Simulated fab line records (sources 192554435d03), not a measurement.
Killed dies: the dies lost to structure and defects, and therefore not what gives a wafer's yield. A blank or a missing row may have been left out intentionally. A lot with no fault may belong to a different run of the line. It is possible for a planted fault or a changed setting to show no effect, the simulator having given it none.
Matching of chambers | flow n5-finfet | uv-cure-01 running N5_BEOL_M5_CURE_79: 3 sister chambers
The step cures SiCOH lowk, time 240 s. 6 wafers are shown with their chamber, then 10 later ones without.

## WAFERS WITH THEIR CHAMBER
wafer  | chamber | lamp-power-pct (%) | wafer_temp_C_max
L081.4 | 2       | 52.23              | 386.5
L081.6 | 2       | 52.34              | 386.9
L088.5 | 1       | 52.27              | 386.5
L088.6 | 1       | 52.32              | 387.0
L090.2 | 0       | 52.38              | 386.9
L090.3 | 0       | 52.34              | 386.8

## WAFERS WITHOUT THEIR CHAMBER
wafer  | lamp-power-pct (%) | wafer_temp_C_max
L090.4 | 52.37              | 387.7
L093.1 | 52.26              | 387.3
L093.3 | 52.29              | 387.4
L093.4 | 52.22              | 387.5
L094.1 | 52.21              | 387.0
L094.3 | 52.36              | 386.4
L094.4 | 52.33              | 386.2
L097.2 | 52.31              | 387.0
L097.4 | 52.29              | 387.3
L097.5 | 52.35              | 386.8

## WHICH CHAMBER EACH WENT THROUGH
wafer  | from the rows above          | in truth
L090.4 | can't be placed: 0 or 1 or 2 | 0
L093.1 | can't be placed: 1 or 2 or 0 | 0
L093.3 | can't be placed: 1 or 0 or 2 | 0
L093.4 | can't be placed: 1 or 2 or 0 | 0
L094.1 | can't be placed: 2 or 1 or 0 | 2
L094.3 | can't be placed: 0 or 1 or 2 | 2
L094.4 | can't be placed: 2 or 1 or 0 | 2
L097.2 | can't be placed: 1 or 0 or 2 | 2
L097.4 | can't be placed: 1 or 0 or 2 | 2
L097.5 | can't be placed: 0 or 1 or 2 | 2
0 of 10 placed correctly. Cannot be placed on the basis of these rows: 10; the candidates contain the true chamber in 10. Number placed wrongly: 0.
How it was worked out, from the rows above alone: a wafer's distance from a chamber is the root of the sum, over the readings, of the square of ((its reading less the chamber's mean) divided by the reading's scatter). The wafer belongs to the nearest chamber; if the next one is less than 2 further off, it can't be placed. A chamber's mean is the mean of its shown wafers. The scatter is the square root of a quotient: the sum, over the shown wafers, of each reading's squared deviation from its chamber's mean, divided by wafers minus chambers.
